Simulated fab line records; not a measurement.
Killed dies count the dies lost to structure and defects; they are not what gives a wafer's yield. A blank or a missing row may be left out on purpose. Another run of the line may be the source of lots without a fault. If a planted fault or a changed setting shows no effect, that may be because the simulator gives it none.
fab line records	flow n5-finfet
record: lots: 9	wafers: 27	last-day: 18
route steps=1938 shown BEOL_M1@787 BEOL_M4@1111 PASSIVATION@1936
lots that met no fault: from a run of the same line without faults
start-h: the number of hours between the record's first day and the start of the first shown wafer of the lot	wait-h: hours since the lot's step before	" identical to the entry in the row above	L1.1+2: a row that stands for several wafers	- no value, or no start given	* or withheld: withheld	< > ~ a bound
route shown NAME@n: NAME is a module with steps in the file, n the number in the route of the first one	usual: mean and standard deviation over wafers with no fault	same: alike in all rows	chamber/n: place in a boat	sites: each site's reading	_std_site: how widely they spread, as a standard deviation	_edge_site: mean of outer sites minus mean of inner sites	radius-mm: for every site, how far away it sits from the centre of the wafer	mask NAME#n: copy n	behind: the last tool/chamber to shape the wafer	hold: why the lot was held/for how many hours/how that ended	device: whichever transistor did not switch (one of n, p or np)	end of line: at the end of the route, the tests of the same wafers	a step without rows: its recipe alone	killed: at the first sort, the dies lost to defects and structure; wafer yield is something else	map: shows each die of a wafer: x if killed, . if not, _ if none is there
set.NAME: setting as actually run; set.NAME@STEP: the setting as run at that earlier step	model.NAME: the simulator's own value behind a step, which no gauge read
route steps across a sampled set of lots; one table per step, one row per wafer
services: a tool's chamber out of use, with start hour (start-h, from the record's first day; less than 0 if before it), hours out, and reason
== steps ==
step: N5_BEOL_M1_OVL_MEAS_29
recipe: points-per-wafer: 522
usual: V0_OVL: 0.0/0.67
same: points-per-wafer: 522
lot.wafer	tool	chamber	start-h	wait-h	V0_OVL[nm]
L334.3	overlay-01	0	121.57	0.0	0.2
L334.4	"	0	"	"	1.0
L334.6	"	0	"	"	1.0
L337.1	overlay-01	0	146.45	0.0	-0.1
L337.2	"	0	"	"	0.5
L337.6	"	0	"	"	-0.3
L345.2	overlay-02	0	193.40	0.0	-0.4
L345.3	"	0	"	"	0.3
L345.4	"	0	"	"	0.1
L346.1	overlay-02	0	198.33	0.0	-0.5
L346.2	"	0	"	"	-0.6
L346.3	"	0	"	"	-0.4
L349.3	overlay-02	0	211.45	0.0	0.2
L349.4	"	0	"	"	0.7
L349.6	"	0	"	"	0.1
L353.2	overlay-02	0	235.55	0.0	-0.8
L353.4	"	0	"	"	-0.6
L353.5	"	0	"	"	-0.1
L354.3	overlay-02	0	245.50	0.0	-0.6
L354.4	"	0	"	"	-0.6
L354.5	"	0	"	"	-0.4
L352.1	overlay-02	0	247.75	0.0	-0.3
L352.2	"	0	"	"	0.4
L352.5	"	0	"	"	1.0
L356.2	overlay-02	0	255.75	0.0	0.4
L356.4	"	0	"	"	0.4
L356.6	"	0	"	"	1.0
step: N5_BEOL_M1_ETCH_77
recipe: chemistry: N2/H2	target: underlayer	target-depth-a: 65	mask-material: CAR-EUV	time-s: 5.2	ion-energy-ev: 200	pressure-mtorr: 30	source-w: 840	bias-w: 150	n2-flow-sccm: 200	h2-flow-sccm: 200	ends: cleared
usual: drypump-motor-current-A: 5.79/0.24	etch-rf-on-time-s: 5.18/0.13	n2-flow-sccm: 200.0/0.65	oes-product-au: 0.67/0.077	rf-vpp-V: 524.1/2.8	showerhead-plenum-p-Torr: 2.56/0.081	throttle-valve-pct: 17.9/0.31
lot.wafer	tool	chamber	start-h	wait-h	drypump-motor-current-A	etch-rf-on-time-s	n2-flow-sccm	oes-product-au	rf-hours-counter-h	rf-vpp-V	showerhead-plenum-p-Torr	throttle-valve-pct
L334.3	rie-diel-03	3	121.69	0.0	5.49	5.22	200.0	0.70	101	521.5	2.48	18.1
L334.4	"	3	"	"	5.47	5.19	200.8	0.68	-	520.4	2.48	18.1
L334.6	"	0	"	"	5.60	5.05	200.7	0.81	-	525.4	2.62	17.9
L337.1	rie-diel-05	1	146.58	0.0	5.95	5.24	200.4	0.59	195	527.6	2.63	18.2
L337.2	"	0	"	"	5.64	5.28	199.2	0.57	247	526.9	2.61	17.7
L337.6	"	2	"	"	6.04	5.28	199.8	0.60	-	520.8	2.44	18.2
L345.2	rie-diel-06	1	193.52	0.0	5.40	5.10	199.4	0.65	158	527.2	2.65	18.0
L345.3	"	2	"	"	5.88	5.08	199.6	0.64	167	524.2	2.54	18.1
L345.4	"	0	"	"	6.11	5.17	200.8	0.61	214	523.5	2.50	17.9
L346.1	rie-diel-06	2	198.46	0.0	5.82	5.06	200.1	0.63	169	524.5	2.54	18.2
L346.2	"	0	"	"	6.12	5.23	200.5	0.61	216	522.3	2.50	17.9
L346.3	"	1	"	"	5.39	5.10	200.8	0.65	160	528.5	2.65	18.0
L349.3	rie-diel-05	0	211.56	0.0	5.63	5.23	200.1	0.78	12	524.3	2.60	17.4
L349.4	"	1	"	"	5.93	5.19	201.0	0.60	219	526.4	2.62	18.3
L349.6	"	2	"	"	6.09	5.22	201.4	0.58	-	519.6	2.43	18.2
L353.2	rie-diel-03	0	235.67	0.0	5.61	5.10	200.0	0.74	54	524.9	2.60	17.9
L353.4	"	1	"	"	6.30	5.49	199.9	0.58	182	525.5	2.64	17.6
L353.5	"	3	"	"	5.45	5.12	200.0	0.67	-	518.9	2.47	18.1
L354.3	rie-diel-06	3	245.62	0.0	5.86	5.16	199.4	0.71	75	522.5	2.46	17.4
L354.4	"	0	"	"	6.09	5.32	199.6	0.59	231	522.6	2.50	17.9
L354.5	"	1	"	"	5.42	5.17	200.0	0.63	-	527.1	2.64	18.1
L352.1	rie-diel-06	1	247.88	0.0	5.40	5.10	200.9	0.63	176	528.0	2.64	18.1
L352.2	"	0	"	"	6.09	5.23	199.3	0.60	232	522.9	2.50	17.9
L352.5	"	2	"	"	5.86	5.02	200.1	0.63	-	524.1	2.54	18.2
L356.2	rie-diel-03	0	255.91	0.0	5.61	5.06	200.0	0.74	60	525.2	2.60	18.0
L356.4	"	3	"	"	5.45	5.19	200.7	0.66	139	522.5	2.47	18.1
L356.6	"	2	"	"	5.71	5.11	200.5	0.73	-	526.7	2.68	17.5
step: N5_BEOL_M1_ALD_98
recipe: material: SiO2	target-thk-a: 25	temp-c: 100	ald-precursor-family: BDEAS	ald-co-reactant: O2-plasma	pulse-time-s: 1	co-reactant-pulse-time-s: 1	purge-time-s: 2	co-reactant-purge-time-s: 2	ald-cycles: 17	pressure-torr: 2
usual: ald-cycles: 17/0	heater-power-w: 81/8.5	precursor-pulse-height-rel: 1.001/0.02
lot.wafer	tool	chamber	start-h	wait-h	ald-cycles	heater-power-w	precursor-pulse-height-rel
L334.3	ald-sin-03	1	121.79	0.1	17	81	0.987
L334.4	"	0	"	"	17	75	1.010
L334.6	"	1	"	"	17	83	1.033
L337.1	ald-sin-02	3	147.05	0.4	17	72	1.005
L337.2	"	1	"	"	17	89	0.961
L337.6	"	2	"	"	17	64	1.007
L345.2	ald-sin-03	0	193.62	0.1	25	74	0.993
L345.3	"	1	"	"	17	82	1.008
L345.4	"	2	"	"	25	78	1.038
L346.1	ald-sin-03	2	198.58	0.1	25	80	1.018
L346.2	"	0	"	"	25	74	0.985
L346.3	"	1	"	"	17	84	1.004
L349.3	ald-sin-01	1	211.66	0.1	17	90	0.988
L349.4	"	3	"	"	17	96	0.994
L349.6	"	3	"	"	17	94	1.016
L353.2	ald-sin-01	0	236.12	0.4	17	73	1.036
L353.4	"	3	"	"	17	94	1.021
L353.5	"	0	"	"	17	71	0.981
L354.3	ald-sin-01	2	245.72	0.1	17	83	1.007
L354.4	"	2	"	"	17	83	1.001
L354.5	"	0	"	"	17	72	0.979
L352.1	ald-sin-02	3	247.98	0.1	17	73	0.994
L352.2	"	0	"	"	17	77	1.009
L352.5	"	3	"	"	17	73	0.992
L356.2	ald-sin-01	1	256.70	0.7	17	90	1.029
L356.4	"	1	"	"	17	91	0.999
L356.6	"	0	"	"	17	71	0.965
step: N5_BEOL_M1_ETCH_70
recipe: chemistry: N2/H2	target: SOC	target-depth-a: 800	overetch-a: 160	mask-material: SiARC	temp-c: 40	time-s: 120	ion-energy-ev: 200	pressure-mtorr: 30	source-w: 840	bias-w: 150	n2-flow-sccm: 200	h2-flow-sccm: 200
usual: drypump-motor-current-A: 5.81/0.26	n2-flow-sccm: 199.9/0.61	oes-product-au: 0.61/0.062	rf-vpp-V: 524.3/2.5	showerhead-plenum-p-Torr: 2.56/0.084	throttle-valve-pct: 17.8/0.31
same: time-s: 120
lot.wafer	tool	chamber	start-h	wait-h	drypump-motor-current-A	n2-flow-sccm	oes-product-au	rf-hours-counter-h	rf-vpp-V	showerhead-plenum-p-Torr	throttle-valve-pct
L334.3	rie-diel-03	0	123.09	0.0	5.63	200.1	0.72	17	524.9	2.62	17.8
L334.4	"	0	"	"	5.60	199.9	0.72	-	524.1	2.62	17.8
L334.6	"	3	"	"	5.45	200.7	0.63	-	521.9	2.48	18.0
L337.1	rie-diel-03	0	148.58	0.0	5.61	199.1	0.70	24	525.8	2.62	17.8
L337.2	"	2	"	"	5.70	201.9	0.68	38	528.6	2.70	17.4
L337.6	"	1	"	"	6.32	200.1	0.57	-	527.7	2.65	17.5
L345.2	rie-diel-03	2	193.79	0.0	5.72	200.2	0.67	52	526.8	2.69	17.4
L345.3	"	1	"	"	6.31	199.1	0.56	168	526.1	2.64	17.5
L345.4	"	2	"	"	5.72	200.0	0.66	-	528.0	2.69	17.4
L346.1	rie-diel-06	1	206.77	0.0	5.42	201.3	0.58	163	525.9	2.64	18.0
L346.2	"	0	"	"	6.11	199.8	0.54	219	521.4	2.50	17.8
L346.3	"	3	"	"	5.83	199.1	0.65	62	522.3	2.46	17.3
L349.3	rie-diel-05	2	217.97	0.0	6.04	199.3	0.54	212	520.7	2.43	18.2
L349.4	"	1	"	"	5.93	199.9	0.53	221	526.4	2.62	18.2
L349.6	"	2	"	"	6.05	199.4	0.53	-	520.6	2.43	18.2
L353.2	rie-diel-03	3	237.14	0.0	5.47	199.8	0.60	132	521.7	2.47	18.1
L353.4	"	2	"	"	5.71	201.1	0.65	66	528.5	2.69	17.4
L353.5	"	2	"	"	5.72	200.8	0.66	-	527.3	2.69	17.4
L354.3	rie-diel-03	3	246.18	0.0	5.46	199.7	0.59	135	520.9	2.47	18.1
L354.4	"	0	"	"	5.62	199.9	0.66	57	525.5	2.60	17.9
L354.5	"	0	"	"	5.62	199.8	0.67	-	524.4	2.60	17.9
L352.1	rie-diel-03	1	258.82	0.0	6.34	199.0	0.54	189	526.8	2.63	17.6
L352.2	"	2	"	"	5.74	200.6	0.65	73	526.7	2.68	17.5
L352.5	"	3	"	"	5.48	200.5	0.60	-	520.1	2.47	18.1
L356.2	rie-diel-03	0	261.48	0.0	5.65	199.8	0.67	62	525.2	2.60	17.9
L356.4	"	2	"	"	5.71	200.0	0.64	75	526.9	2.68	17.4
L356.6	"	1	"	"	6.34	200.3	0.55	-	526.3	2.63	17.6
step: N5_BEOL_M4_RC_MEAS_101
usual: CHAIN_V0: 239/10	CHAIN_V0_max_site: 248/12	DIBL_N: 36.0/2	DIBL_P: 36.2/2.2	IOFF_N: 0.16/0.034	IOFF_P: 0.21/0.04	ION_N: 675/12	ION_P: 463/7.2	SS_N: 71.6/0.6	SS_P: 73.3/0.67	VT_N: 250/3	VT_P: -251/3.4
lot.wafer	tool	chamber	start-h	wait-h	CHAIN_V0[ohm/link]	CHAIN_V0_max_site[ohm/link]	DIBL_N[mV/V]	DIBL_P[mV/V]	IOFF_N[nA/um]	IOFF_P[nA/um]	ION_N[uA/um]	ION_P[uA/um]	SS_N[mV/dec]	SS_P[mV/dec]	VT_N[mV]	VT_P[mV]
L334.3	prober-02	0	169.71	0.3	227	230	37.7	36.6	0.17	0.21	670	452	72.3	74.3	251	-252
L334.4	"	0	"	"	231	237	35.6	34.6	0.12	0.18	662	457	72.2	73.1	253	-255
L334.6	"	0	"	"	245	254	35.6	34.4	0.14	0.18	650	451	71.8	73.6	250	-256
L337.1	prober-02	0	193.11	0.0	226	230	36.7	38.3	0.18	0.23	680	465	71.9	72.7	249	-249
L337.2	"	0	"	"	248	256	34.7	36.3	0.15	0.20	669	461	71.4	72.7	251	-252
L337.6	"	0	"	"	251	255	35.8	37.5	0.16	0.21	669	460	71.4	72.5	248	-252
L345.2	prober-01	0	242.75	0.2	288	293	40.9	40.8	0.20	0.26	700	469	71.1	75.2	247	-249
L345.3	"	0	"	"	261	266	40.6	40.0	0.20	0.25	687	466	71.7	74.1	247	-249
L345.4	"	0	"	"	291	312	39.4	38.3	0.18	0.22	697	470	71.0	74.0	249	-250
L346.1	prober-01	0	245.20	0.0	297	299	37.9	39.9	0.20	0.28	682	468	72.1	74.6	244	-246
L346.2	"	0	"	"	292	306	37.9	39.9	0.20	0.29	694	481	72.4	73.7	245	-246
L346.3	"	0	"	"	241	250	35.4	36.6	0.16	0.24	678	470	71.5	73.3	248	-248
L349.3	prober-01	0	268.27	0.3	243	257	35.6	35.2	0.16	0.23	679	463	71.4	73.3	251	-246
L349.4	"	0	"	"	265	282	39.0	39.3	0.24	0.31	697	477	72.2	74.0	246	-245
L349.6	"	0	"	"	259	267	35.0	34.8	0.16	0.22	673	461	71.5	73.1	249	-247
L353.2	prober-02	0	275.28	0.2	239	251	35.3	36.7	0.16	0.24	681	470	71.8	73.5	248	-247
L353.4	"	0	"	"	256	270	39.6	39.8	0.24	0.31	696	475	73.1	74.0	248	-246
L353.5	"	0	"	"	246	248	34.0	33.5	0.14	0.20	660	460	71.3	72.9	251	-250
L354.3	prober-02	0	309.24	0.3	245	253	38.0	38.2	0.18	0.23	675	462	71.4	74.1	250	-248
L354.4	"	0	"	"	239	250	38.9	39.1	0.20	0.27	683	470	72.0	74.2	248	-247
L354.5	"	0	"	"	228	231	38.2	38.4	0.18	0.23	682	469	72.5	74.7	248	-247
L356.2	prober-01	0	311.77	0.2	236	242	39.8	39.3	0.24	0.29	696	470	72.4	74.2	243	-246
L356.4	"	0	"	"	246	265	35.9	36.6	0.17	0.23	690	464	71.0	72.5	247	-247
L356.6	"	0	"	"	259	271	35.3	35.1	0.15	0.21	669	467	71.4	72.7	251	-252
L352.1	prober-01	0	312.55	0.7	248	262	33.4	32.6	0.12	0.18	668	465	70.8	72.4	254	-252
L352.2	"	0	"	"	261	272	39.1	40.0	0.22	0.32	695	480	72.0	74.7	245	-243
L352.5	"	0	"	"	253	264	38.7	39.9	0.21	0.30	685	468	72.5	74.8	247	-247
sites CHAIN_V0 radius-mm=0,75,75,75,75,140,140,140,140
L334.3 227 226 230 228 228 226 226 227 230
L337.1 215 228 223 222 226 228 226 225 230
L345.2 283 284 291 279 288 291 288 293 281
L346.1 279 298 299 299 299 297 283 291 291
L349.3 242 251 239 235 257 234 245 244 243
L353.2 239 243 238 250 251 233 237 242 235
L354.3 246 249 253 253 242 238 245 239 239
L356.2 235 241 233 236 236 242 237 234 242
L352.1 251 246 262 262 250 234 248 241 239
step: N5_PASSIVATION_PROBE_49
usual: defect-limited-yield: 91.5/1.5	killed_at_M0_to_M3: 33/10	killed_at_M4_up: 15/6.4	killed-at-contacts: 12/5.4	killed-at-front-end: 38/9.8	killed-at-other: 4/3.1	killed-dies: 101/18	killed-open: 67/14	killed-short: 33/7.9	sort_bin_5_function: 5.0/1	sort_bin_6_memory: 3.2/0.67	sort-n-pass: 1079/18	sort-yield-pct: 91.5/1.5
same: gross-dies: 1180	killed-at-back-side: 0	sort_bin_4_leakage[%]: 0	sort_bin_8_speed[%]: 0
lot.wafer	tool	chamber	start-h	wait-h	defect-limited-yield[%]	killed_at_M0_to_M3	killed_at_M4_up	killed-at-contacts	killed-at-front-end	killed-at-other	killed-dies	killed-open	killed-short	sort_bin_5_function[%]	sort_bin_6_memory[%]	sort-n-pass	sort-yield-pct[%]
L334.3	prober-02	-	268.39	0.1	92.2	37	8	11	35	1	92	49	42	4.7	2.6	1088	92.2
L334.4	prober-02	-	268.44	0.2	90.6	33	22	10	45	1	111	67	44	6.7	2.5	1069	90.6
L334.6	prober-02	-	268.54	0.3	92.5	25	15	18	31	0	89	62	26	4.4	2.8	1091	92.5
L337.1	prober-01	-	300.78	0.0	90.1	27	9	22	59	0	117	88	27	5.5	4.2	1063	90.1
L337.2	prober-01	-	300.83	0.1	90.6	28	18	25	39	1	111	80	30	6.0	3.1	1069	90.6
L337.6	prober-01	-	301.03	0.3	92.3	31	10	14	34	2	91	63	28	4.5	3.1	1089	92.3
L345.2	prober-02	-	376.88	0.1	85.6	99	17	11	40	3	170	62	31	10.3	3.8	1010	85.6
L345.3	prober-02	-	376.93	0.1	91.7	32	13	14	37	2	98	62	36	4.8	3.2	1082	91.7
L345.4	prober-02	-	376.98	0.2	85.1	111	9	12	38	6	176	57	29	11.4	3.1	1004	85.1
L346.1	prober-01	-	390.30	0.0	83.0	116	16	12	52	5	201	61	54	13.6	3.3	979	83.0
L346.2	prober-01	-	390.35	0.1	83.5	133	11	10	35	6	195	69	33	13.4	2.9	985	83.5
L346.3	prober-01	-	390.40	0.1	93.7	21	18	8	24	3	74	53	21	3.0	3.0	1106	93.7
L349.3	prober-01	-	397.53	0.1	93.6	24	14	4	33	1	76	47	29	4.1	2.4	1104	93.6
L349.4	prober-01	-	397.58	0.2	93.1	25	14	4	37	2	82	53	28	4.5	2.2	1098	93.1
L349.6	prober-01	-	397.68	0.3	93.8	20	10	13	26	4	73	44	29	3.6	2.5	1107	93.8
L353.2	prober-01	-	401.11	0.1	91.4	37	12	13	37	3	102	70	31	5.1	3.2	1078	91.4
L353.4	prober-01	-	401.21	0.2	90.7	25	25	10	35	15	110	70	39	5.6	3.3	1070	90.7
L353.5	prober-01	-	401.26	0.2	91.8	28	12	6	46	5	97	70	26	4.0	3.9	1083	91.8
L356.2	prober-02	-	424.37	0.1	91.5	37	10	11	42	0	100	64	33	4.5	3.3	1080	91.5
L356.4	prober-02	-	424.47	0.2	93.1	22	8	9	41	2	82	55	25	4.1	2.6	1098	93.1
L356.6	prober-02	-	424.57	0.3	91.4	28	22	9	43	0	102	64	37	5.8	2.7	1078	91.4
L352.1	prober-02	-	433.47	0.0	91.1	36	9	18	40	2	105	66	38	4.8	3.5	1075	91.1
L352.2	prober-02	-	433.52	0.1	87.5	48	17	13	63	6	147	95	50	7.5	4.4	1033	87.5
L352.5	prober-02	-	433.67	0.2	89.1	41	23	21	40	4	129	96	33	6.9	4.0	1051	89.1
L354.3	prober-02	-	435.84	0.1	93.1	32	11	12	26	0	81	45	35	3.6	3.0	1099	93.1
L354.4	prober-02	-	435.89	0.2	91.0	47	12	18	29	0	106	78	28	5.1	3.5	1074	91.0
L354.5	prober-02	-	435.94	0.2	91.3	46	9	19	22	7	103	61	42	4.7	3.6	1077	91.3
killed by level:class
L334.3 BEOL_M0_SAQP:geometric-particle:short=10 FIN_SAQP:geometric-particle:short=8 MOL_CONTACT_COAG:geometric-particle:open=7 GATE_CUT:geometric-particle:short=7 BEOL_M3:geometric-particle:open=6 BEOL_M0_SAQP:geometric-particle:open=5 BEOL_M1:geometric-particle:open=5 BEOL_M2:geometric-particle:open=5
L334.4 BEOL_M4:geometric-particle:open=11 FIN_SAQP:geometric-particle:short=9 STI_FIN_REVEAL:geometric-particle:open=8 FIN_SAQP:geometric-particle:open=7 MOL_CONTACT_COAG:geometric-particle:open=7 BEOL_M3:geometric-particle:open=7 GATE_CUT:geometric-particle:short=6 BEOL_M0_SAQP:geometric-particle:open=6
L334.6 MOL_CONTACT_COAG:geometric-particle:open=14 BEOL_M4:geometric-particle:open=10 BEOL_M3:geometric-particle:open=9 FIN_SAQP:geometric-particle:short=7 STI_FIN_REVEAL:geometric-particle:open=7 FIN_SAQP:geometric-particle:open=6 BEOL_M0_SAQP:geometric-particle:short=4 DUMMY_GATE:geometric-particle:open=3
L337.1 MOL_CONTACT_COAG:geometric-particle:open=20 STI_FIN_REVEAL:geometric-particle:open=18 FIN_SAQP:geometric-particle:open=13 FIN_SAQP:geometric-particle:short=7 DUMMY_GATE:geometric-particle:open=6 BEOL_M1:geometric-particle:open=6 BEOL_M2:geometric-particle:open=5 BEOL_M3:geometric-particle:open=5
L337.2 MOL_CONTACT_COAG:geometric-particle:open=23 STI_FIN_REVEAL:geometric-particle:open=10 BEOL_M3:geometric-particle:open=9 BEOL_M4:geometric-particle:open=8 FIN_SAQP:geometric-particle:open=7 BEOL_M0_SAQP:geometric-particle:short=7 FIN_SAQP:geometric-particle:short=6 BEOL_M0_SAQP:geometric-particle:open=5
L337.6 MOL_CONTACT_COAG:geometric-particle:open=11 BEOL_M3:geometric-particle:open=10 DUMMY_GATE:geometric-particle:open=7 ILD0:geometric-particle:short=7 FIN_SAQP:geometric-particle:open=6 BEOL_M0_SAQP:geometric-particle:short=6 BEOL_M2:geometric-particle:open=6 BEOL_M4:geometric-particle:open=5
L345.2 BEOL_M1:area-etchback=77 FIN_SAQP:geometric-particle:open=16 BEOL_M0_SAQP:geometric-particle:short=12 BEOL_M4:geometric-particle:open=12 STI_FIN_REVEAL:geometric-particle:open=10 MOL_CONTACT_COAG:geometric-particle:open=8 FIN_SAQP:geometric-particle:short=4 BEOL_M0_SAQP:geometric-particle:open=4
L345.3 BEOL_M0_SAQP:geometric-particle:short=17 MOL_CONTACT_COAG:geometric-particle:open=12 STI_FIN_REVEAL:geometric-particle:open=9 BEOL_M0_SAQP:geometric-particle:open=9 BEOL_M4:geometric-particle:open=9 FIN_SAQP:geometric-particle:open=5 FIN_SAQP:geometric-particle:short=4 STI_FIN_REVEAL:geometric-particle:short=4
L345.4 BEOL_M1:area-etchback=89 STI_FIN_REVEAL:geometric-particle:open=13 MOL_CONTACT_COAG:geometric-particle:open=11 BEOL_M0_SAQP:geometric-particle:short=8 FIN_SAQP:geometric-particle:open=5 BEOL_M0_SAQP:geometric-particle:open=5 FIN_SAQP:geometric-particle:short=4 BEOL_M2:geometric-particle:open=4
L346.1 BEOL_M1:area-etchback=86 FIN_SAQP:geometric-particle:short=16 FIN_SAQP:geometric-particle:open=12 BEOL_M0_SAQP:geometric-particle:short=11 BEOL_M0_SAQP:geometric-particle:open=11 MOL_CONTACT_COAG:geometric-particle:open=10 BEOL_M4:geometric-particle:short=9 STI_FIN_REVEAL:geometric-particle:open=7
L346.2 BEOL_M1:area-etchback=93 FIN_SAQP:geometric-particle:open=11 BEOL_M2:geometric-particle:open=7 STI_FIN_REVEAL:geometric-particle:open=6 MOL_CONTACT_COAG:geometric-particle:open=6 BEOL_M0_SAQP:geometric-particle:short=5 BEOL_M0_SAQP:geometric-particle:open=5 BEOL_M0:geometric-particle:open=5
L346.3 BEOL_M4:geometric-particle:open=11 BEOL_M0_SAQP:geometric-particle:open=9 MOL_CONTACT_COAG:geometric-particle:open=7 DUMMY_GATE:geometric-particle:open=5 GATE_CUT:geometric-particle:short=5 BEOL_M0_SAQP:geometric-particle:short=5 FIN_SAQP:geometric-particle:short=4 STI_FIN_REVEAL:geometric-particle:open=4
L349.3 STI_FIN_REVEAL:geometric-particle:open=8 BEOL_M0_SAQP:geometric-particle:short=8 FIN_SAQP:geometric-particle:short=7 BEOL_M4:geometric-particle:open=6 STARTING-WAFER:geometric-particle:open=4 BEOL_M0:geometric-particle:open=4 BEOL_M7:geometric-particle:open=4 FIN_SAQP:geometric-particle:open=3
L349.4 FIN_SAQP:geometric-particle:short=9 STI_FIN_REVEAL:geometric-particle:open=8 FIN_SAQP:geometric-particle:open=6 BEOL_M0_SAQP:geometric-particle:open=6 BEOL_M4:geometric-particle:open=5 MOL_CONTACT_COAG:geometric-particle:open=4 BEOL_M2:geometric-particle:open=4 BEOL_M3:geometric-particle:short=4
L349.6 MOL_CONTACT_COAG:geometric-particle:open=9 BEOL_M0_SAQP:geometric-particle:open=8 FIN_SAQP:geometric-particle:short=5 BEOL_M4:geometric-particle:open=5 FIN_SAQP:geometric-particle:open=4 MOL_CONTACT_COAG:geometric-particle:short=4 BEOL_M0_SAQP:geometric-particle:short=4 GATE_CUT:geometric-particle:short=3
L353.2 BEOL_M3:geometric-particle:open=12 MOL_CONTACT_COAG:geometric-particle:open=10 BEOL_M0_SAQP:geometric-particle:open=8 FIN_SAQP:geometric-particle:open=7 DUMMY_GATE:geometric-particle:open=6 BEOL_M0_SAQP:geometric-particle:short=5 STARTING-WAFER:geometric-particle:open=5 FIN_SAQP:geometric-particle:short=4
L353.4 BEOL_M4:geometric-particle:open=15 DUMMY_GATE:geometric-particle:open=7 MOL_CONTACT_COAG:geometric-particle:open=6 BEOL_M3:geometric-particle:open=6 PAD_METAL:geometric-particle:open=6 BEOL_M4:geometric-particle:short=6 FIN_SAQP:geometric-particle:short=5 BEOL_M0_SAQP:geometric-particle:short=5
L353.5 FIN_SAQP:geometric-particle:open=16 FIN_SAQP:geometric-particle:short=10 BEOL_M0:geometric-particle:open=8 STARTING-WAFER:geometric-particle:open=6 BEOL_M1:geometric-particle:open=6 BEOL_M4:geometric-particle:open=6 MOL_CONTACT_COAG:geometric-particle:open=5 BEOL_M0_SAQP:geometric-particle:open=5
L356.2 BEOL_M0_SAQP:geometric-particle:open=13 FIN_SAQP:geometric-particle:short=9 MOL_CONTACT_COAG:geometric-particle:open=8 STI_FIN_REVEAL:geometric-particle:open=7 BEOL_M1:geometric-particle:open=7 FIN_SAQP:geometric-particle:open=6 BEOL_M0_SAQP:geometric-particle:short=4 BEOL_M3:geometric-particle:open=4
L356.4 FIN_SAQP:geometric-particle:open=8 STI_FIN_REVEAL:geometric-particle:open=8 GATE_CUT:geometric-particle:short=7 MOL_CONTACT_COAG:geometric-particle:open=7 GATE_CUT:geometric-particle:open=6 BEOL_M0_SAQP:geometric-particle:open=4 FIN_SAQP:geometric-particle:short=3 BEOL_M0_SAQP:geometric-particle:short=3
L356.6 BEOL_M4:geometric-particle:open=15 BEOL_M1:geometric-particle:open=9 STI_FIN_REVEAL:geometric-particle:open=8 MOL_CONTACT_COAG:geometric-particle:open=7 FIN_SAQP:geometric-particle:short=5 ILD0:geometric-particle:short=5 GATE_CUT:geometric-particle:short=5 BEOL_M0_SAQP:geometric-particle:open=4
L352.1 MOL_CONTACT_COAG:geometric-particle:open=15 BEOL_M0_SAQP:geometric-particle:open=11 FIN_SAQP:geometric-particle:open=8 BEOL_M0_SAQP:geometric-particle:short=8 BEOL_M1:geometric-particle:open=6 DUMMY_GATE:geometric-particle:open=5 GATE_CUT:geometric-particle:short=5 BEOL_M0:geometric-particle:short=5
L352.2 MOL_CONTACT_COAG:geometric-particle:open=12 FIN_SAQP:geometric-particle:open=11 STI_FIN_REVEAL:geometric-particle:open=11 BEOL_M0_SAQP:geometric-particle:short=11 BEOL_M0_SAQP:geometric-particle:open=11 BEOL_M2:geometric-particle:open=10 BEOL_M4:geometric-particle:open=7 FIN_SAQP:geometric-particle:short=6
L352.5 MOL_CONTACT_COAG:geometric-particle:open=18 BEOL_M1:geometric-particle:open=12 DUMMY_GATE:geometric-particle:open=10 FIN_SAQP:geometric-particle:open=7 BEOL_M0_SAQP:geometric-particle:open=7 BEOL_M4:geometric-particle:open=7 BEOL_M3:geometric-particle:open=6 BEOL_M1:geometric-particle:short=6
L354.3 FIN_SAQP:geometric-particle:short=10 BEOL_M0_SAQP:geometric-particle:short=10 MOL_CONTACT_COAG:geometric-particle:open=9 BEOL_M0_SAQP:geometric-particle:open=5 BEOL_M0:geometric-particle:open=5 BEOL_M2:geometric-particle:open=5 FIN_SAQP:geometric-particle:open=4 DUMMY_GATE:geometric-particle:open=4
L354.4 MOL_CONTACT_COAG:geometric-particle:open=17 BEOL_M0:geometric-particle:open=14 FIN_SAQP:geometric-particle:open=9 BEOL_M0_SAQP:geometric-particle:short=9 BEOL_M2:geometric-particle:open=7 BEOL_M1:geometric-particle:open=6 DUMMY_GATE:geometric-particle:open=4 GATE_CUT:geometric-particle:short=4
L354.5 MOL_CONTACT_COAG:geometric-particle:open=16 BEOL_M0_SAQP:geometric-particle:short=15 BEOL_M0_SAQP:geometric-particle:open=12 BEOL_M1:geometric-particle:open=7 BEOL_M3:geometric-particle:open=6 FIN_SAQP:geometric-particle:short=5 STARTING-WAFER:geometric-particle:short=5 MOL_CONTACT_COAG:geometric-particle:short=3
== services ==
tool	chamber	start-h	hours	kind
ald-sin-02	0	100.02	-	clean
ald-sin-02	1	100.02	-	clean
ald-sin-02	2	100.02	-	clean
ald-sin-02	3	100.02	-	clean
ald-sin-01	-	107.66	6.1	pm
rie-diel-03	2	120.54	4.1	repair
rie-diel-05	0	154.46	-	clean
rie-diel-05	0	154.46	-	consumable-replace:focus-ring
rie-diel-05	0	154.46	21.4	scheduled-down
rie-diel-05	0	154.46	21.4	vent-cycle
rie-diel-03	-	157.42	0.6	repair
ald-sin-02	1	159.94	-	calibration
rie-diel-03	3	181.91	13.3	repair
ald-sin-02	-	198.44	2.8	pm
rie-diel-05	3	199.25	6.7	repair
ald-sin-01	-	210.61	0.4	repair
rie-diel-05	-	215.61	0.7	repair
rie-diel-05	3	239.24	9.6	repair
ald-sin-01	3	242.95	16.7	repair
rie-diel-06	2	252.13	10.8	repair
rie-diel-06	0	256.55	7.3	repair
rie-diel-06	1	257.61	3.4	repair
== key ==
first-sign: step: N5_BEOL_M1_ALD_98	reading: ald-cycles	direction: up	sigmas: 99+	usual: *	struck: *
effect: step: N5_BEOL_M4_RC_MEAS_101	reading: CHAIN_V0	direction: up	sigmas: 5	usual: 239	struck: 292
effect: step: N5_BEOL_M4_RC_MEAS_101	reading: CHAIN_V0_max_site	direction: up	sigmas: 4.6	usual: 248	struck: 303
effect: step: N5_PASSIVATION_PROBE_49	reading: killed_at_M0_to_M3	direction: up	sigmas: 8.1	usual: 33	struck: 115
more-kills-born-at: N5_BEOL_M1_ETCHBACK_99@rie-diel-06: 179	N5_BEOL_M1_ETCHBACK_99@rie-diel-03: 166
met-at N5_BEOL_M1_ALD_98
struck-lots L345,L346
struck-wafers L345.2,L345.4,L346.1,L346.2
not-acting-at N5_BEOL_M1_OVL_MEAS_29,N5_BEOL_M1_ETCH_77,N5_BEOL_M1_ETCH_70
onset-between 121.79 193.62
fault: kind: process-parameter-drift	tool: ald-sin-03	chamber: -	onset-h: 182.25	steps: N5_BEOL_M1_ALD_98	channel: ald-cycles	offset: *	shape: step	end-h: 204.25	scope: struck-wafers-only	acts-in: *	stated: *
